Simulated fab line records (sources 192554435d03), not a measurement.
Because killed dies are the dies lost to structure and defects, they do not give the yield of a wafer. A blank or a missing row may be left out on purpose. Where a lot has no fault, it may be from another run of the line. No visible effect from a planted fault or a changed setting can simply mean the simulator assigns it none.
Problem report, 8D (eight disciplines) form, completed by code + flow n5-finfet + the parts of the form that need people (team, actions taken, sign-off) are left out

1. PROBLEM STATEMENT
Mean of raw-defect-count at N5_BEOL_M1_INSPECT_59: 1550 across 2 wafers in 2 lots; on wafers with no fault it is 72 (standard deviation 23). That is +64 standard deviations from the usual mean.
The step: inspects for defects (darkfield).
The first sign was on wafer L754.5 at day 10 19:23, on defect-inspect-02. The record holds 28 wafers of 10 lots with a number at this step. Rule for "out" (also "out of limits"): further than 4 standard deviations from the usual mean. The rest of the wafers with a number are treated as sound.

2. WHAT IT IS, WHAT IT ISN'T
| question                    | is                                   | is not                                                                          |
|-----------------------------|--------------------------------------|---------------------------------------------------------------------------------|
| which readings at this step | raw-defect-count                     | -                                                                               |
| which lots                  | L754, L757                           | L740, L741, L743, L745, L748, L750, L760, L761                                  |
| which wafers of those lots  | L754.5, L757.5                       | L754.2, L757.6                                                                  |
| read on which gauges        | defect-inspect-01, defect-inspect-02 | -                                                                               |
| when                        | from day 10 19:23                    | up to then (19 sound wafers); but 7 sound wafers of L757, L760, L761 came after |

3. SUSPECTS, AND WHAT RULES EACH OUT
Counting: any tool at a process step up to the reading remains a suspect provided it ran every lot that is out. Sound lots after the first of them don't rule it out here, since some wafers of a struck lot are sound.
- ruled out: the gauge at N5_BEOL_M1_INSPECT_59. The wafers that are out were read on 2 gauges (defect-inspect-01, defect-inspect-02).
- pvd-sputter-02 at N5_BEOL_M1_SPUTTER_86 (material Cu, target thk 4.5 nm, time 8.29 s): kept. Ran every lot that is out, first one L754 (day 10 17:13); last sound lot up to then L748 (day 9 11:03).
- pvd-sputter-02 at N5_BEOL_M1_SPUTTER_94 (material Cu, target thk 4.5 nm, time 8.29 s): kept. Ran every lot that is out, first one L754 (day 10 18:06); last sound lot up to then L748 (day 9 11:56).
- rtp-anneal-01 at N5_BEOL_M1_ANNEAL_51 (time 90 s): kept. Ran every lot that is out, first one L754 (day 10 18:34); last sound lot up to then L748 (day 9 12:23).
- cmp-04 at N5_BEOL_M1_CMP_52 (polishes, stops on SiOC, t overpolish 6.8 s, target thk 40 nm): kept. Ran every lot that is out, first one L754 (day 10 18:53); last sound lot up to then L748 (day 9 12:43). Out on those wafers are its own readings of barrier-field-endpoint-s, overpolish-run-s, time-to-endpoint-s.
Left after counting: pvd-sputter-02 at N5_BEOL_M1_SPUTTER_86, pvd-sputter-02 at N5_BEOL_M1_SPUTTER_94, rtp-anneal-01 at N5_BEOL_M1_ANNEAL_51, cmp-04 at N5_BEOL_M1_CMP_52.

4. THE CAUSE (what the simulator had put in)
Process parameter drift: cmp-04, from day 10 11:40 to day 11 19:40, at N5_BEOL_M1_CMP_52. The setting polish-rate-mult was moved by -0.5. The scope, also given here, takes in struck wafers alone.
Of the 4 suspects that counting leaves, this tool is one.

5. THE CHAIN OF EFFECTS, in route order
Rows list readings where the struck wafers' mean (over those with a number) sits beyond 3 standard deviations from the usual. Only readings whose record carries a usual standard deviation are examined. hours: median over the lots of the time between each lot's start at the first step of this table that gives one and its start at this step. sigmas: the change, counted in usual standard deviations.
| hours | step                    | reading                  | usual   | on struck wafers | change | sigmas      |
|-------|-------------------------|--------------------------|---------|------------------|--------|-------------|
| 0     | N5_BEOL_M1_CMP_52       | barrier-field-endpoint-s | 24.4 s  | 41.3             | +16.9  | +22         |
| 0     | N5_BEOL_M1_CMP_52       | overpolish-run-s         | 6.799 s | 0.042            | -6.757 | -99 or more |
| 0     | N5_BEOL_M1_CMP_52       | time-to-endpoint-s       | 62 s    | 81               | +19    | +4.3        |
| 0     | N5_BEOL_M1_INSPECT_59   | raw-defect-count         | 72      | 1550             | +1478  | +64         |
| 206   | N5_PASSIVATION_PROBE_49 | defect-limited-yield     | 91.4 %  | 0.0              | -91.4  | -65         |
| 206   | N5_PASSIVATION_PROBE_49 | killed_at_M0_to_M3       | 34      | 1104             | +1070  | +99 or more |
| 206   | N5_PASSIVATION_PROBE_49 | killed-dies              | 102     | 1180             | +1078  | +63         |
| 206   | N5_PASSIVATION_PROBE_49 | killed-on-rim            | 14      | 152              | +138   | +35         |
| 206   | N5_PASSIVATION_PROBE_49 | sort-n-pass              | 1076    | 0                | -1076  | -57         |
| 206   | N5_PASSIVATION_PROBE_49 | sort-yield-pct           | 91.2 %  | 0.0              | -91.2  | -57         |
The process steps in it:
- N5_BEOL_M1_CMP_52: polishes, stops on SiOC, t overpolish 6.8 s, target thk 40 nm.
- N5_PASSIVATION_PROBE_49

6. WHAT WOULD HAVE CAUGHT IT SOONER
Counted from the fault's start at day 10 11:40, it took 8 hours until the first out-of-limits reading at a measuring or inspecting step in this record, taken at day 10 19:23.
At N5_BEOL_M1_CMP_52, the tool's own readings (barrier-field-endpoint-s, overpolish-run-s, time-to-endpoint-s) were out on each struck wafer the step has a row for, so an alarm limit on them would have fired on the first such wafer.
Among the 2 lots that are out, L757 began N5_BEOL_M1_CMP_52 on cmp-04 after day 10 19:23. A tool hold placed at that time would have kept it from harm.
